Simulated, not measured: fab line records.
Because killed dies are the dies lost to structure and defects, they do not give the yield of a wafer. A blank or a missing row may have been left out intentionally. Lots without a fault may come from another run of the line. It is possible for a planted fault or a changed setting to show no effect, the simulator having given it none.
Which tool is to blame?    flow n5 finfet    72 wafers sampled from 24 lots at 1 step of a route of 1938

== WHAT EACH GAUGE READ, for each wafer ==
N5_BEOL_M10_INSPECT_13: inspects for defects (brightfield). Usual: raw defect count at 420, with a standard deviation of 110.
lot   measured      on                 raw defect count  flag
L074  day 10 14:25  defect inspect-02  433 555 494       
L075  day 11 02:32  defect inspect-01  396 291 316       
L076  day 11 02:42  defect inspect-01  526 903 543       
L079  day 11 15:50  defect inspect-02  521 660 652       
L077  day 11 22:40  defect inspect-01  300 264 393       
L078  day 12 07:11  defect inspect-02  376 375 370       
L080  day 12 17:05  defect inspect-02  469 452 414       
L082  day 12 23:57  defect inspect-01  243 378 357       
L081  day 13 09:58  defect inspect-01  454 395 255       
L084  day 13 13:05  defect inspect-02  876 463 542       
L086  day 13 16:46  defect inspect-02  464 472 698       
L085  day 14 10:24  defect inspect-01  394 372 344       
L083  day 14 11:09  defect inspect-01  412 479 348       
L087  day 14 14:30  defect inspect-01  455 348 339       
L088  day 14 14:58  defect inspect-01  342 439 423       
L089  day 14 17:43  defect inspect-01  457 653 429       
L090  day 14 23:24  defect inspect-01  209 337 407       
L091  day 15 19:43  defect inspect-02  336 249 324       
L092  day 15 22:06  defect inspect-01  283 448 383       
L093  day 15 22:25  defect inspect-02  462 443 421       
L094  day 15 22:48  defect inspect-02  585 479 385       
L095  day 16 06:12  defect inspect-02  367 343 507       
L096  day 17 03:04  defect inspect-01  229 286 303       
L097  day 17 08:44  defect inspect-01  464 466 319       

== EACH LOT AND THE TOOL THAT RAN IT (in order: tool; ch and the chambers of the sampled wafers; start) ==
There is no process step in the record ahead of these readings.

== WHAT THE TOOLS THEMSELVES READ (means of the sampled wafers that have a number; where no wafer has one, the mark that the record gives instead) ==
The record holds no such reading with a usual standard deviation.

== THE ANSWER, worked out from the rows above alone ==
Rule: a lot counts as off when the mean over its wafers that have a number is more than 3 standard deviations away from the usual mean. Also off: a lot with no number at a reading for which 4 or more lots have one. Where the step has rows for the other lots, those lots are counted as sound. The gauges are gone through in route order, then the tools' own readings, and for those a lot's mean is taken as printed above. The first step at which some lot is off is used, and at that step the reading that is off furthest; a lot without a number counts as furthest.
None of the lots is off at any reading shown; this tells nothing.

== WHAT THE SIMULATOR PUT IN ==
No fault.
